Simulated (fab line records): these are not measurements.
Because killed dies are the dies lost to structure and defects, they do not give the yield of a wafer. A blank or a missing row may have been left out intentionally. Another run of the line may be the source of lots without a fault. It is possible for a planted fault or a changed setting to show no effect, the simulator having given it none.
Chamber matching || flow nandHarc || 3 sister chambers for NHARC_A_STAIRCASE_DEP_471 on pecvd-02
The step deposits SiO2, target thk 100 nm. 6 wafers are shown with their chamber, then 9 later ones without.

== WAFERS WITH THEIR CHAMBER ==
{"wafer": "L083.2", "chamber": 1, "showerheadVppV (V)": 1841, "heaterPowerW (W)": 515}
{"wafer": "L083.5", "chamber": 0, "showerheadVppV (V)": 1680, "heaterPowerW (W)": 498}
{"wafer": "L085.1", "chamber": 1, "showerheadVppV (V)": 1873, "heaterPowerW (W)": 412}
{"wafer": "L089.2", "chamber": 2, "showerheadVppV (V)": 1787, "heaterPowerW (W)": 686}
{"wafer": "L089.4", "chamber": 0, "showerheadVppV (V)": 1678, "heaterPowerW (W)": 590}
{"wafer": "L089.5", "chamber": 2, "showerheadVppV (V)": 1810, "heaterPowerW (W)": 681}

== WAFERS MISSING THEIR CHAMBER ==
{"wafer": "L092.1", "showerheadVppV (V)": 1841, "heaterPowerW (W)": 505}
{"wafer": "L092.2", "showerheadVppV (V)": 1626, "heaterPowerW (W)": 486}
{"wafer": "L092.6", "showerheadVppV (V)": 1667, "heaterPowerW (W)": 498}
{"wafer": "L091.4", "showerheadVppV (V)": 1845, "heaterPowerW (W)": 589}
{"wafer": "L091.5", "showerheadVppV (V)": 1662, "heaterPowerW (W)": 511}
{"wafer": "L091.6", "showerheadVppV (V)": 1849, "heaterPowerW (W)": 506}
{"wafer": "L097.1", "showerheadVppV (V)": 1811, "heaterPowerW (W)": 626}
{"wafer": "L097.2", "showerheadVppV (V)": 1857, "heaterPowerW (W)": 526}
{"wafer": "L097.6", "showerheadVppV (V)": 1696, "heaterPowerW (W)": 614}

== EACH ONE'S CHAMBER ==
{"wafer": "L092.1", "from the rows above": 1, "in truth": 1}
{"wafer": "L092.2", "from the rows above": 0, "in truth": 0}
{"wafer": "L092.6", "from the rows above": 0, "in truth": 0}
{"wafer": "L091.4", "from the rows above": "can't be placed: 1 or 2", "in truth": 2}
{"wafer": "L091.5", "from the rows above": 0, "in truth": 0}
{"wafer": "L091.6", "from the rows above": 1, "in truth": 1}
{"wafer": "L097.1", "from the rows above": 2, "in truth": 2}
{"wafer": "L097.2", "from the rows above": 1, "in truth": 1}
{"wafer": "L097.6", "from the rows above": 0, "in truth": 0}
Placed correctly: 8 of 9. Can't be placed from these rows: 1 (the true chamber is among the candidates in 1). Number placed wrongly: 0.
How it was worked out, from the rows above alone: a wafer's distance from a chamber is the root of the sum, over the readings, of the square of ((its reading less the chamber's mean) divided by the reading's scatter). The wafer belongs to the nearest chamber; if the next one is less than 2 further off, it can't be placed. A chamber's mean is the mean of its shown wafers. The scatter: the root of (the sum of the squares of (reading less its chamber's mean) over the shown wafers, divided by (wafers less chambers)).
